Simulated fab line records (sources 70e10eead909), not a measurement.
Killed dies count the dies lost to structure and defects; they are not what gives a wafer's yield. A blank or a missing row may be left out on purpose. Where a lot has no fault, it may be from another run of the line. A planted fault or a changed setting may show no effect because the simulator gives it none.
Problem report in the 8D (eight disciplines) form, filled by code ; flow nandHarc ; the parts of the form that need people (team, actions taken, sign-off) are left out

== 1. WHAT IS WRONG ==
Mean of heaterPowerTotalW at NHARC_P_GATE_SOFTBAKE_21: 195.45 W across 9 wafers in 3 lots; on wafers with no fault it is 188.47 W (standard deviation 0.15). That is +47 standard deviations from the usual mean.
The step: time 55 s.
First seen on wafer L339.2, day 11 23:00, on lithoTrack-06. At this step, 45 wafers from 15 lots have a number in the record. The rule behind "out" and "out of limits": a value lying over 4 standard deviations away from the usual mean. All remaining wafers that have a number are taken as sound.

== 2. WHAT IT IS, AND WHAT IT ISN'T ==
question;is;is not
which readings at this step;heaterPowerTotalW;chillPlateTempC
which lots;L339, L340, L341;L323, L324, L325, L327, L329, L330, L331, L332, L334, L335, L345, L346
which wafers of those lots;all that have a number;-
read on which tools;lithoTrack-06;lithoTrack-01, lithoTrack-04
when;from day 11 23:00;"up to then (30 sound wafers); but 6 sound wafers of L345, L346 came after"

== 3. WHAT RULES OUT EACH SUSPECT ==
Counting: any tool at a process step up to the reading is kept as a suspect provided that every lot that is out went through it and no sound lot did after the first of them.
- lithoTrack-06 at NHARC_P_GATE_SOFTBAKE_21 (time 55 s): kept. All lots that are out passed through it, beginning with L339 at day 11 23:00, and no sound lot followed; its final sound lot before that point was L335 at day 9 20:00. Its own readings are out on those wafers: heaterPowerTotalW.
After counting, what remains is lithoTrack-06 at NHARC_P_GATE_SOFTBAKE_21.

== 4. THE CAUSE (what the simulator had put in) ==
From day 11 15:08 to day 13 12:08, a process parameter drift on lithoTrack-06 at NHARC_P_GATE_SOFTBAKE_21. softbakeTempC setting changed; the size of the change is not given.
This tool alone remained once counting was done.

== 5. THE EFFECT CHAIN, in route order ==
One row per reading whose mean, taken over the struck wafers that have a number, lies over 3 standard deviations from the usual. Readings are gone through only where the record gives a usual standard deviation; hours: the median, over the lots, of the time from a lot's start at the first step in this table giving one to that lot's start at this step; sigmas: the change measured in usual standard deviations.
hours;step;reading;usual;on struck wafers;change;sigmas
0;NHARC_P_GATE_SOFTBAKE_21;heaterPowerTotalW;188.47 W;195.45;+6.98;+47
Here are the process steps it includes:
- NHARC_P_GATE_SOFTBAKE_21: time 55 s.
Later measuring or inspecting steps at which every struck wafer that the step has a row for has a number for every such reading, and none has moved that far: NHARC_P_GATE_CD_MEAS_26, NHARC_P_GATE_OVL_MEAS_27, NHARC_END_SORT_01.

== 6. WHAT WOULD HAVE CAUGHT IT SOONER ==
The fault began at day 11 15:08; the first out-of-limits reading in this record came at day 11 23:00, 8 hours later.
